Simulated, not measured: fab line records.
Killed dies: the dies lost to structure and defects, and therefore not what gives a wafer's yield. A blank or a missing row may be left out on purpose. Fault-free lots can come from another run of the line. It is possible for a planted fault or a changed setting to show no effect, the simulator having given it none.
Split-lot experiment | flow n5_finfet | 21 wafers read across 7 lots, on a route 1938 steps long

== THE SPLIT ITSELF ==
At N5_DUMMY_GATE_COAT_28 (time 60 s, resist thk 10 nm), the setting spin_rpm was moved away from the recipe's 1500 rpm on 8 of the 21 wafers read, by -6.0% to +9.4%. For the rest of the wafers, this setting stayed at what the recipe calls for.

Reading taken at the split's own step.

== THE READING ==
underlayer_of_DUMMY_GATE_COAT_28.thk_nm (the simulator's own value, which no gauge read), in nm, at N5_DUMMY_GATE_COAT_28 (time 60 s, resist thk 10 nm). The file does not state a usual value for it.

wafer  | tool, chamber at the split | spin_rpm as run, rpm | against the recipe | underlayer_of_DUMMY_GATE_COAT_28.thk_nm, nm | against lot-mates on the recipe
L074.1 | litho_track-02, 0          | 1500                 | recipe             | 10                                          | -
L074.2 | litho_track-02, 0          | 1410                 | -6.0%              | 10.4                                        | +0.4
L074.3 | litho_track-02, 0          | 1410                 | -6.0%              | 10.4                                        | +0.4
L083.2 | litho_track-01, 0          | 1500                 | recipe             | 10                                          | -
L083.3 | litho_track-01, 0          | 1559                 | +3.9%              | 9.8                                         | -0.2
L083.6 | litho_track-01, 0          | 1559                 | +3.9%              | 9.8                                         | -0.2
L089.1 | litho_track-02, 0          | 1500                 | recipe             | 10                                          | -
L089.2 | litho_track-02, 0          | 1598                 | +6.5%              | 9.6                                         | -0.4
L089.3 | litho_track-02, 0          | 1598                 | +6.5%              | 9.6                                         | -0.4
L090.3 | litho_track-02, 0          | 1500                 | recipe             | 10                                          | -
L090.4 | litho_track-02, 0          | 1500                 | recipe             | 10                                          | -
L090.5 | litho_track-02, 0          | 1556                 | +3.7%              | 9.8                                         | -0.2
L092.1 | litho_track-04, 0          | 1500                 | recipe             | 10                                          | -
L092.2 | litho_track-04, 0          | 1500                 | recipe             | 10                                          | -
L092.3 | litho_track-04, 0          | 1500                 | recipe             | 10                                          | -
L093.3 | litho_track-04, 0          | 1500                 | recipe             | 10                                          | -
L093.4 | litho_track-04, 0          | 1500                 | recipe             | 10                                          | -
L093.5 | litho_track-04, 0          | 1641                 | +9.4%              | 9.6                                         | -0.4
L095.4 | litho_track-01, 0          | 1500                 | recipe             | 10                                          | -
L095.5 | litho_track-01, 0          | 1500                 | recipe             | 10                                          | -
L095.6 | litho_track-01, 0          | 1500                 | recipe             | 10                                          | -

FIT RESULTS
A straight line over all 21 wafers: underlayer_of_DUMMY_GATE_COAT_28.thk_nm changes by -0.0563 nm for each +1% of spin_rpm; r = -0.99; the points scatter about the line by 0.036 nm.
The same after taking each lot's own level away (the mean of its wafers on the recipe; 21 wafers): -0.0563 nm for each +1%; r = -0.99; scatter 0.036 nm.
That fit puts the effect of the largest move of spin_rpm on the reading at 0.53 nm.
The lots' own levels span 10.00 to 10.00 nm.
Consequently the slope shifts little with the lot-to-lot level, the two slopes agreeing.
Check: for one of the wafers moved furthest among these (+9.4%), held out of the fit, the line's prediction against its lot-mates is -0.57 nm. It came out at -0.4 nm against them.

== OTHER SPLITS APPLIED TO THESE WAFERS ==
Other splits were also applied to these wafers ahead of the reading. Each is held against what the fit with the lots' levels taken away leaves over:
other split on the same wafers            | wafers away from the commonest value | r with underlayer_of_DUMMY_GATE_COAT_28.thk_nm (lot level and that fit taken away)
N5_WELL_APT_COAT_02 spin_rpm              | 6                                    | -0.20
N5_PMOS_HMC_CHANNEL_EPI_PEB_07 peb_temp_c | 11                                   | -0.12
N5_FIN_CUT_EXPOSE_05 dose_mj              | 9                                    | +0.18

== THE FILE'S OWN FIT ==
underlayer_of_DUMMY_GATE_COAT_28.thk_nm changes by -0.0525 nm for each +1% of spin_rpm, r = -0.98.
